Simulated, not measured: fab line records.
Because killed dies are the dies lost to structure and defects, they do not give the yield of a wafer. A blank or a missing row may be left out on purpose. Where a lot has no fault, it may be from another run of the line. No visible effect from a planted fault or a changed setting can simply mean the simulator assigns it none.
Chamber matching	flow n5_finfet	rie_diel-04 running N5_HKMG_FIN_ETCH_55: 4 sister chambers
The step etches SOC in N2/H2, target depth 240 nm, time 300 s. 14 wafers are shown with their chamber, then 7 later ones without.

WAFERS, EACH WITH ITS CHAMBER
wafer	chamber	showerhead_plenum_p_Torr (Torr)	throttle_valve_pct (%)	oes_product_au (a.u.)
L735.1	2	2.49	17.90	0.94
L735.2	0	2.71	17.50	0.98
L735.3	1	2.42	17.64	0.75
L739.2	3	2.53	17.75	0.76
L739.5	2	2.49	17.93	0.92
L739.6	1	2.42	17.66	0.75
L744.1	1	2.41	17.68	0.73
L744.3	2	2.48	17.94	0.88
L744.5	3	2.53	17.78	0.75
L746.1	3	2.53	17.78	0.75
L746.2	2	2.48	17.96	0.89
L746.6	1	2.41	17.69	0.73
L748.1	3	2.52	17.80	0.74
L748.5	3	2.52	17.78	0.75

SIGNATURES, as means of the wafers listed above
reading	chamber 0	chamber 1	chamber 2	chamber 3	scatter within a chamber
showerhead_plenum_p_Torr	2.7100	2.4150	2.4850	2.5260	0.00566
throttle_valve_pct	17.5000	17.6675	17.9325	17.7780	0.0215
oes_product_au	0.9800	0.7400	0.9075	0.7500	0.017
Rule: distance of a wafer from a chamber = root of the sum over the readings of ((wafer's reading minus chamber's mean) / reading's scatter) squared. If the next closest chamber is less than 2 further off than the closest, the wafer can't be placed; otherwise it belongs to the closest. The scatter is the square root of a quotient: the sum, over the shown wafers, of each reading's squared deviation from its chamber's mean, divided by wafers minus chambers.

WAFERS WITHOUT THEIR CHAMBER
wafer	showerhead_plenum_p_Torr (Torr)	throttle_valve_pct (%)	oes_product_au (a.u.)
L748.6	2.69	17.57	0.92
L754.3	2.48	17.98	0.86
L754.5	2.48	17.98	0.87
L754.6	2.41	17.69	0.73
L756.2	2.41	17.71	0.71
L756.5	2.41	17.71	0.71
L756.6	2.47	17.99	0.85

CHAMBER TAKEN BY EACH
wafer	from the rows above	in truth
L748.6	0	0
L754.3	2	2
L754.5	2	2
L754.6	1	1
L756.2	1	1
L756.5	1	1
L756.6	2	2
7 of 7 placed correctly. Left unplaced by these rows: 0. Placed wrongly: 0.
